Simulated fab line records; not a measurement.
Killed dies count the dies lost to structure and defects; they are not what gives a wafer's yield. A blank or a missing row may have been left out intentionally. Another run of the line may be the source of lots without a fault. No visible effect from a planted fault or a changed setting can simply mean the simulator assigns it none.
A struck lot beside a sound one || flow n5Finfet || 37 out of 1938 route steps
Sound: the wafers L871.4, L871.5, L871.6. Wafers L870.2, L870.3, L870.5 were the ones struck. The cause is given at the end.
For every step that has rows: the tool of each side, followed by ch and its chambers, followed by its first start. Under that, the readings that differ: sound wafers || struck wafers || difference of the means || sigmas: that difference in standard deviations of wafers without a fault.
alike: same words and numbers on both sides, and readings whose means sit less than 2 such deviations apart. not compared: any withheld reading, any reading some wafer has no value for, any bound like >300 that may hide the same value, and any number with overlapping values for which the record gives no deviation.
The two part at a step that has a row with sigmas, a row that says differs or no value, or rows on one side only. Numbers that don't overlap but have no deviation are shown without sigmas and don't part them. Lack of a reading on every wafer of one side parts them only where that side has two or more wafers.

first, 9 steps without rows for these wafers: N5_BEOL_M4_ANNEAL_95 (time 240 s); N5_BEOL_M4_SPUTTER_96 (material Cu, target thk 4.5 nm, time 8.29 s); N5_BEOL_M4_ECD_50 (material Cu, target thk 300 nm); N5_BEOL_M4_ANNEAL_51 (time 90 s); N5_BEOL_M4_CMP_52 (polishes, stops on SiOC, t overpolish 6.8 s, target thk 40 nm); N5_BEOL_M4_PRE_CLEAN_60 (time 15 s); N5_BEOL_M4_CO_CAP_55 (material Co, precursor CCTBA/H2, target thk 2 nm, time 102.1 s); N5_BEOL_M4_PRE_CLEAN_56 (time 15 s); N5_BEOL_M4_DEP_57 (deposits SiCN from 3MS/NH3, target thk 8 nm, time 14 s).
N5_BEOL_M4_RC_MEAS_101:
  sound on prober-02 ch 0, day 13 09:57; struck on prober-02 ch 0, day 12 15:36
  alike: DIBL_N, DIBL_P, IOFF_N, IOFF_P, ION_N, ION_P, SS_N, SS_P, VT_N, VT_P
then, 24 steps without rows for these wafers: N5_BEOL_M5_ILD_DEP_00 (deposits SiCOH lowk from DEMS/porogen, target thk 140.64 nm, time 25.9 s); N5_BEOL_M5_CURE_79 (cures SiCOH lowk, time 240 s); N5_BEOL_M5_PECVD_70 (deposits SiO2 from TEOS/O2, target thk 16 nm, time 18 s); N5_BEOL_M5_HM_DEP_02 (deposits TiN, target thk 20 nm); N5_BEOL_M5_COAT_59 (time 60 s, resist thk 60 nm); N5_BEOL_M5_COAT_60 (time 60 s, resist thk 12 nm); N5_BEOL_M5_COAT_71 (time 60 s, resist thk 5 nm); N5_BEOL_M5_COAT_05 (resist thk 30 nm); N5_BEOL_M5_EBR_07; N5_BEOL_M5_SOFTBAKE_06 (time 60 s); N5_BEOL_M5_EXPOSE_08 (exposes mask M5, target cd 28 nm); N5_BEOL_M5_PEB_09 (peb time 60 s); N5_BEOL_M5_DEVELOP_10 (develop time 30 s); N5_BEOL_M5_DESCUM_16 (chemistry O2, time 7 s); N5_BEOL_M5_ETCH_72 (etches underlayer in N2/H2, target depth 6.5 nm, time 5.2 s); N5_BEOL_M5_ETCH_61 (etches SiARC in CF4, target depth 15.6 nm, time 26 s); N5_BEOL_M5_ETCH_62 (etches SOC in N2/H2, target depth 75 nm, overetch 15 nm, time 112.5 s); N5_BEOL_M5_STRIP_63 (strips in N2/H2); N5_BEOL_M5_STRIP_73 (strips in N2/H2); N5_BEOL_M5_STRIP_64 (strips in CF4); N5_BEOL_M5_HM_OPEN_17 (chemistry Cl2/BCl3, target TiN, target depth 20 nm, overetch 6 nm); N5_BEOL_M5_STRIP_19 (strips in O2); N5_BEOL_M5_COAT_65 (time 60 s, resist thk 60 nm); N5_BEOL_M5_COAT_66 (time 60 s, resist thk 12 nm).
-- here the record skips 2 days between the struck wafers' starts before and after, leaving off in module BEOL_M5 and picking up in module BEOL_M10 (first step shown: number 1527 of the route) --
N5_BEOL_M10_SPUTTER_48: material Cu, target thk 12 nm, time 2 s.
  sound on pvdSputter-02, day 15 18:58; struck on pvdSputter-01, day 14 22:14
  no value came back on the struck wafers for biasV (V), cathodeDcPowerW (W), throttleValvePct (%); on the sound wafers biasV (V) reads 59.9 60.5 59.3
N5_BEOL_M10_CMP_52: polishes, stops on SiCOH lowk, t overpolish 7 s, target thk 140 nm.
  sound on cmp-02 ch 1,2,3, day 15 19:34; struck on cmp-02 ch 0,2,3, day 14 22:58
{"reading": "timeToEndpointS (s)", "sound": "65 68 64", "struck": "0 3 0", "difference": -65, "sigmas": -17}
  alike: motorCurrentA
-- a jump in the record: the struck wafers' starts before and after are 2 days apart (it breaks off in module BEOL_M10 and resumes in module PASSIVATION, where the first step shown is number 1936 of the route) --
N5_PASSIVATION_PROBE_49:
  only the struck wafers here have rows in the record (prober-02, day 17 03:25); the sound ones have none

## WHERE THEY PART
First at N5_BEOL_M10_SPUTTER_48; last, within this record, at N5_PASSIVATION_PROBE_49.

WHY: whatever the simulator had introduced
Beginning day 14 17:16, the whole step at N5_BEOL_M10_SPUTTER_48 was skipped on pvdSputter-01. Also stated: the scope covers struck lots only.
